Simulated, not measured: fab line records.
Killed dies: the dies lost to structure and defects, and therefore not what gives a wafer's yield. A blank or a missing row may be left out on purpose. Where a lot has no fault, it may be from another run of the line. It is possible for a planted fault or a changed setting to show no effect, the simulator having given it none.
Matching of chambers | flow n5 finfet | rie diel-03 running N5_MOL_CONTACT_COAG_ETCHBACK_132: 4 sister chambers
The step etches SiO2 in CHF3, target depth 10 nm, time 6.7 s. 27 wafers are shown with their chamber, then 12 later ones without.

WAFERS, EACH WITH ITS CHAMBER
wafer  | chamber | showerhead plenum p Torr (Torr) | rf vpp V (V) | throttle valve pct (%)
L077.1 | 1       | 2.28                            | 529          | 19.02
L077.3 | 0       | 2.45                            | 535          | 19.03
L077.5 | 3       | 2.43                            | 513          | 18.61
L078.2 | 1       | 2.28                            | 530          | 19.02
L078.4 | 2       | 2.29                            | 508          | 18.72
L078.5 | 1       | 2.28                            | 529          | 19.02
L079.3 | 2       | 2.29                            | 509          | 18.73
L079.4 | 0       | 2.45                            | 536          | 19.05
L079.6 | 3       | 2.43                            | 513          | 18.62
L081.2 | 1       | 2.28                            | 527          | 19.04
L081.4 | 1       | 2.28                            | 529          | 19.04
L081.5 | 1       | 2.28                            | 529          | 19.03
L082.2 | 1       | 2.28                            | 529          | 19.04
L082.4 | 0       | 2.45                            | 536          | 19.06
L082.6 | 1       | 2.28                            | 529          | 19.04
L083.2 | 0       | 2.45                            | 536          | 19.07
L083.4 | 3       | 2.43                            | 514          | 18.63
L083.5 | 1       | 2.28                            | 529          | 19.05
L085.3 | 3       | 2.43                            | 513          | 18.64
L085.5 | 0       | 2.44                            | 534          | 19.06
L085.6 | 3       | 2.43                            | 513          | 18.64
L086.1 | 3       | 2.43                            | 513          | 18.64
L086.2 | 2       | 2.29                            | 508          | 18.74
L086.5 | 2       | 2.29                            | 509          | 18.74
L088.2 | 3       | 2.42                            | 513          | 18.66
L088.3 | 2       | 2.29                            | 510          | 18.74
L088.5 | 1       | 2.27                            | 528          | 19.05

SIGNATURES, as means of the wafers listed above
reading                  | chamber 0 | chamber 1 | chamber 2 | chamber 3 | scatter within a chamber
showerhead plenum p Torr | 2.4480    | 2.2790    | 2.2900    | 2.4286    | 0.00333
rf vpp V                 | 535.40    | 528.80    | 508.80    | 513.14    | 0.736
throttle valve pct       | 19.0540   | 19.0350   | 18.7340   | 18.6343   | 0.0133
Rule: a wafer's distance from a chamber is the root of the sum, over the readings, of the square of ((its reading less the chamber's mean) divided by the reading's scatter). If the next closest chamber is less than 2 further off than the closest, the wafer can't be placed; otherwise it belongs to the closest. The scatter is the square root of a quotient: the sum, over the shown wafers, of each reading's squared deviation from its chamber's mean, divided by wafers minus chambers.

WAFERS WHOSE CHAMBER IS MISSING
wafer  | showerhead plenum p Torr (Torr) | rf vpp V (V) | throttle valve pct (%)
L089.2 | 2.27                            | 529          | 19.07
L089.4 | 2.42                            | 513          | 18.65
L089.6 | 2.29                            | 509          | 18.74
L090.1 | 2.27                            | 528          | 19.08
L090.5 | 2.27                            | 529          | 19.06
L090.6 | 2.29                            | 509          | 18.75
L094.4 | 2.42                            | 512          | 18.69
L094.5 | 2.27                            | 528          | 19.08
L094.6 | 2.44                            | 537          | 19.11
L096.1 | 2.27                            | 528          | 19.10
L096.2 | 2.28                            | 507          | 18.78
L096.3 | 2.42                            | 513          | 18.68

THE CHAMBER EACH PASSED THROUGH
wafer  | from the rows above | in truth
L089.2 | 1                   | 1
L089.4 | 3                   | 3
L089.6 | 2                   | 2
L090.1 | 1                   | 1
L090.5 | 1                   | 1
L090.6 | 2                   | 2
L094.4 | 3                   | 3
L094.5 | 1                   | 1
L094.6 | 0                   | 0
L096.1 | 1                   | 1
L096.2 | 2                   | 2
L096.3 | 3                   | 3
12 of 12 placed correctly. Number that these rows cannot place: 0. 0 placed wrongly.
